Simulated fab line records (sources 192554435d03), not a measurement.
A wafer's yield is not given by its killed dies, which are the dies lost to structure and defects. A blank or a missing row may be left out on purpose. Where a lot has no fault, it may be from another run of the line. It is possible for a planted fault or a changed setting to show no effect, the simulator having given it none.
Matching of chambers || flow n5_finfet || pecvd-04 running N5_BEOL_M6_ILD_DEP_00: 3 sister chambers
The step deposits SiCOH lowk from DEMS/porogen, target thk 179.75 nm, time 33.4 s. 22 wafers are shown with their chamber, then 11 later ones without.

## WAFERS PAIRED WITH THEIR CHAMBERS
{"wafer": "L074.2", "chamber": 1, "heater_power_w (W)": 303, "throttle_valve_pct (%)": 13.8, "showerhead_plenum_p_Torr (Torr)": 5.755}
{"wafer": "L074.3", "chamber": 2, "heater_power_w (W)": 310, "throttle_valve_pct (%)": 14.0, "showerhead_plenum_p_Torr (Torr)": 5.733}
{"wafer": "L074.4", "chamber": 2, "heater_power_w (W)": 316, "throttle_valve_pct (%)": 13.9, "showerhead_plenum_p_Torr (Torr)": 5.732}
{"wafer": "L077.1", "chamber": 1, "heater_power_w (W)": 284, "throttle_valve_pct (%)": 13.8, "showerhead_plenum_p_Torr (Torr)": 5.740}
{"wafer": "L077.4", "chamber": 1, "heater_power_w (W)": 290, "throttle_valve_pct (%)": 13.7, "showerhead_plenum_p_Torr (Torr)": 5.743}
{"wafer": "L077.6", "chamber": 0, "heater_power_w (W)": 239, "throttle_valve_pct (%)": 13.5, "showerhead_plenum_p_Torr (Torr)": 5.756}
{"wafer": "L078.3", "chamber": 2, "heater_power_w (W)": 289, "throttle_valve_pct (%)": 13.7, "showerhead_plenum_p_Torr (Torr)": 5.743}
{"wafer": "L078.5", "chamber": 0, "heater_power_w (W)": 264, "throttle_valve_pct (%)": 13.5, "showerhead_plenum_p_Torr (Torr)": 5.755}
{"wafer": "L078.6", "chamber": 1, "heater_power_w (W)": 300, "throttle_valve_pct (%)": 13.9, "showerhead_plenum_p_Torr (Torr)": 5.738}
{"wafer": "L079.1", "chamber": 2, "heater_power_w (W)": 307, "throttle_valve_pct (%)": 13.6, "showerhead_plenum_p_Torr (Torr)": 5.736}
{"wafer": "L079.2", "chamber": 1, "heater_power_w (W)": 301, "throttle_valve_pct (%)": 13.5, "showerhead_plenum_p_Torr (Torr)": 5.722}
{"wafer": "L079.6", "chamber": 1, "heater_power_w (W)": 324, "throttle_valve_pct (%)": 13.7, "showerhead_plenum_p_Torr (Torr)": 5.736}
{"wafer": "L080.1", "chamber": 0, "heater_power_w (W)": 233, "throttle_valve_pct (%)": 13.6, "showerhead_plenum_p_Torr (Torr)": 5.752}
{"wafer": "L080.2", "chamber": 1, "heater_power_w (W)": 320, "throttle_valve_pct (%)": 13.7, "showerhead_plenum_p_Torr (Torr)": 5.747}
{"wafer": "L080.4", "chamber": 0, "heater_power_w (W)": 240, "throttle_valve_pct (%)": 13.4, "showerhead_plenum_p_Torr (Torr)": 5.736}
{"wafer": "L090.3", "chamber": 0, "heater_power_w (W)": 241, "throttle_valve_pct (%)": 13.7, "showerhead_plenum_p_Torr (Torr)": 5.740}
{"wafer": "L090.4", "chamber": 2, "heater_power_w (W)": 303, "throttle_valve_pct (%)": 14.0, "showerhead_plenum_p_Torr (Torr)": 5.720}
{"wafer": "L090.6", "chamber": 1, "heater_power_w (W)": 295, "throttle_valve_pct (%)": 14.0, "showerhead_plenum_p_Torr (Torr)": 5.745}
{"wafer": "L091.2", "chamber": 0, "heater_power_w (W)": 283, "throttle_valve_pct (%)": 13.6, "showerhead_plenum_p_Torr (Torr)": 5.752}
{"wafer": "L091.3", "chamber": 1, "heater_power_w (W)": 277, "throttle_valve_pct (%)": 13.5, "showerhead_plenum_p_Torr (Torr)": 5.742}
{"wafer": "L091.6", "chamber": 0, "heater_power_w (W)": 216, "throttle_valve_pct (%)": 13.5, "showerhead_plenum_p_Torr (Torr)": 5.733}
{"wafer": "L089.3", "chamber": 0, "heater_power_w (W)": 280, "throttle_valve_pct (%)": 13.5, "showerhead_plenum_p_Torr (Torr)": 5.748}

SIGNATURES (averages over the wafers above)
{"reading": "heater_power_w", "chamber 0": 249.50, "chamber 1": 299.33, "chamber 2": 305.00, "scatter within a chamber": 18.1}
{"reading": "throttle_valve_pct", "chamber 0": 13.537, "chamber 1": 13.733, "chamber 2": 13.840, "scatter within a chamber": 0.147}
{"reading": "showerhead_plenum_p_Torr", "chamber 0": 5.74650, "chamber 1": 5.74089, "chamber 2": 5.73280, "scatter within a chamber": 0.00885}
Rule: for each reading, subtract the chamber's mean from the wafer's reading, divide by that reading's scatter and square the result; add these up over the readings and take the root, which gives the wafer's distance from the chamber. The wafer belongs to the nearest chamber; if the next one is less than 2 further off, it can't be placed. The scatter: the root of (the sum of the squares of (reading less its chamber's mean) over the shown wafers, divided by (wafers less chambers)).

## WAFERS WHOSE CHAMBER IS MISSING
{"wafer": "L089.5", "heater_power_w (W)": 279, "throttle_valve_pct (%)": 13.7, "showerhead_plenum_p_Torr (Torr)": 5.756}
{"wafer": "L089.6", "heater_power_w (W)": 304, "throttle_valve_pct (%)": 13.9, "showerhead_plenum_p_Torr (Torr)": 5.752}
{"wafer": "L094.1", "heater_power_w (W)": 327, "throttle_valve_pct (%)": 14.0, "showerhead_plenum_p_Torr (Torr)": 5.731}
{"wafer": "L094.2", "heater_power_w (W)": 251, "throttle_valve_pct (%)": 13.6, "showerhead_plenum_p_Torr (Torr)": 5.743}
{"wafer": "L094.4", "heater_power_w (W)": 323, "throttle_valve_pct (%)": 13.8, "showerhead_plenum_p_Torr (Torr)": 5.724}
{"wafer": "L093.1", "heater_power_w (W)": 307, "throttle_valve_pct (%)": 13.8, "showerhead_plenum_p_Torr (Torr)": 5.743}
{"wafer": "L093.2", "heater_power_w (W)": 334, "throttle_valve_pct (%)": 13.7, "showerhead_plenum_p_Torr (Torr)": 5.733}
{"wafer": "L093.4", "heater_power_w (W)": 318, "throttle_valve_pct (%)": 13.5, "showerhead_plenum_p_Torr (Torr)": 5.742}
{"wafer": "L097.1", "heater_power_w (W)": 246, "throttle_valve_pct (%)": 13.6, "showerhead_plenum_p_Torr (Torr)": 5.747}
{"wafer": "L097.4", "heater_power_w (W)": 326, "throttle_valve_pct (%)": 13.9, "showerhead_plenum_p_Torr (Torr)": 5.716}
{"wafer": "L097.5", "heater_power_w (W)": 247, "throttle_valve_pct (%)": 13.5, "showerhead_plenum_p_Torr (Torr)": 5.759}

## THE CHAMBER EACH PASSED THROUGH
{"wafer": "L089.5", "from the rows above": "can't be placed: 1 or 0 or 2", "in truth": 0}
{"wafer": "L089.6", "from the rows above": "can't be placed: 1 or 2", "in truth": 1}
{"wafer": "L094.1", "from the rows above": "can't be placed: 2 or 1", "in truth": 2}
{"wafer": "L094.2", "from the rows above": 0, "in truth": 0}
{"wafer": "L094.4", "from the rows above": "can't be placed: 2 or 1", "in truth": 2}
{"wafer": "L093.1", "from the rows above": "can't be placed: 1 or 2", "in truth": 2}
{"wafer": "L093.2", "from the rows above": "can't be placed: 2 or 1", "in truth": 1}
{"wafer": "L093.4", "from the rows above": "can't be placed: 1 or 2 or 0", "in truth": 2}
{"wafer": "L097.1", "from the rows above": 0, "in truth": 0}
{"wafer": "L097.4", "from the rows above": "can't be placed: 2 or 1", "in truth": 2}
{"wafer": "L097.5", "from the rows above": 0, "in truth": 0}
Correct placement for 3 of the 11. Can't be placed from these rows: 8 (the true chamber is among the candidates in 8). Number placed wrongly: 0.
